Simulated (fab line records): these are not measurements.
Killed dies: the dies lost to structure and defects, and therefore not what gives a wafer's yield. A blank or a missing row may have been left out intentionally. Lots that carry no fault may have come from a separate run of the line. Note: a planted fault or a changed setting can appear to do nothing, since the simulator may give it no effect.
Matching of chambers || flow nand harc || ald hk-01 running NHARC_A_STAIRCASE_ALD_420: 4 sister chambers
The step deposits SiO2, target thk 20 nm, pulse time 6 s, ald cycles 200. 8 wafers are shown with their chamber, then 8 later ones without.

## WAFERS WITH THEIR CHAMBER
{"wafer": "L085.1", "chamber": 0, "heater power w (W)": 462, "precursor pulse height rel": 1.022}
{"wafer": "L085.5", "chamber": 0, "heater power w (W)": 468, "precursor pulse height rel": 1.007}
{"wafer": "L086.4", "chamber": 2, "heater power w (W)": 523, "precursor pulse height rel": 0.999}
{"wafer": "L086.5", "chamber": 1, "heater power w (W)": 432, "precursor pulse height rel": 1.004}
{"wafer": "L088.1", "chamber": 2, "heater power w (W)": 517, "precursor pulse height rel": 0.995}
{"wafer": "L088.2", "chamber": 3, "heater power w (W)": 491, "precursor pulse height rel": 1.000}
{"wafer": "L088.4", "chamber": 1, "heater power w (W)": 432, "precursor pulse height rel": 0.990}
{"wafer": "L089.1", "chamber": 3, "heater power w (W)": 503, "precursor pulse height rel": 0.988}

## WAFERS WITHOUT THEIR CHAMBER
{"wafer": "L089.4", "heater power w (W)": 461, "precursor pulse height rel": 1.005}
{"wafer": "L089.6", "heater power w (W)": 433, "precursor pulse height rel": 0.991}
{"wafer": "L092.4", "heater power w (W)": 462, "precursor pulse height rel": 1.041}
{"wafer": "L092.5", "heater power w (W)": 475, "precursor pulse height rel": 1.012}
{"wafer": "L092.6", "heater power w (W)": 493, "precursor pulse height rel": 0.991}
{"wafer": "L094.1", "heater power w (W)": 484, "precursor pulse height rel": 1.016}
{"wafer": "L094.4", "heater power w (W)": 415, "precursor pulse height rel": 1.018}
{"wafer": "L094.5", "heater power w (W)": 500, "precursor pulse height rel": 1.012}

## CHAMBER TAKEN BY EACH
{"wafer": "L089.4", "from the rows above": 0, "in truth": 0}
{"wafer": "L089.6", "from the rows above": 1, "in truth": 1}
{"wafer": "L092.4", "from the rows above": 0, "in truth": 0}
{"wafer": "L092.5", "from the rows above": 0, "in truth": 0}
{"wafer": "L092.6", "from the rows above": 3, "in truth": 3}
{"wafer": "L094.1", "from the rows above": "can't be placed: 3 or 0", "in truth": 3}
{"wafer": "L094.4", "from the rows above": 1, "in truth": 1}
{"wafer": "L094.5", "from the rows above": 3, "in truth": 3}
Correctly placed: 7 of 8. Can't be placed from these rows: 1 (the true chamber is among the candidates in 1). Number placed wrongly: 0.
How it was worked out, from the rows above alone: a wafer's distance from a chamber is the root of the sum, over the readings, of the square of ((its reading less the chamber's mean) divided by the reading's scatter). The wafer belongs to the nearest chamber; if the next one is less than 2 further off, it can't be placed. For every chamber, the mean is computed from those of its wafers that are shown. How the scatter is found: for the shown wafers, subtract from each reading the mean of its chamber, square and add these, divide the total by (wafers less chambers), then take the root.
